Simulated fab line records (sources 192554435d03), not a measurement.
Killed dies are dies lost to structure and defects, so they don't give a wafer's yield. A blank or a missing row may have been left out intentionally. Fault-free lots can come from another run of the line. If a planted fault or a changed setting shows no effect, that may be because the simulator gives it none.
Matching of chambers    flow n5 finfet    4 sister chambers for N5_BEOL_M1_ETCH_70 on rie diel-03
The step etches SOC in N2/H2, target depth 80 nm, overetch 16 nm, time 120 s. 8 wafers are shown with their chamber, then 10 later ones without.

== EACH WAFER AND ITS CHAMBER ==
wafer   chamber  drypump motor current A (A)  showerhead plenum p Torr (Torr)
L082.4  2        6.09                         2.42
L085.3  3        5.72                         2.44
L085.4  0        6.40                         2.48
L089.1  0        6.42                         2.47
L089.2  2        6.02                         2.41
L089.6  1        6.00                         2.56
L090.1  3        5.70                         2.44
L090.2  1        5.97                         2.55

== WAFERS MISSING THEIR CHAMBER ==
wafer   drypump motor current A (A)  showerhead plenum p Torr (Torr)
L090.4  6.02                         2.41
L091.4  5.70                         2.44
L091.5  5.71                         2.44
L091.6  6.43                         2.47
L092.1  5.99                         2.55
L092.3  6.08                         2.41
L092.4  5.70                         2.44
L094.1  6.05                         2.41
L094.3  5.68                         2.43
L094.5  6.02                         2.41

== THE CHAMBER EACH PASSED THROUGH ==
wafer   from the rows above  in truth
L090.4  2                    2
L091.4  3                    3
L091.5  3                    3
L091.6  0                    0
L092.1  1                    1
L092.3  2                    2
L092.4  3                    3
L094.1  2                    2
L094.3  3                    3
L094.5  2                    2
Correct placement for 10 of the 10. Can't be placed from these rows: 0. Placed wrongly: 0.
How it was worked out, from the rows above alone: a wafer's distance from a chamber is the root of the sum, over the readings, of the square of ((its reading less the chamber's mean) divided by the reading's scatter). The wafer belongs to the nearest chamber; if the next one is less than 2 further off, it can't be placed. The mean given for a chamber averages the wafers shown for that chamber. The scatter: the root of (the sum of the squares of (reading less its chamber's mean) over the shown wafers, divided by (wafers less chambers)).
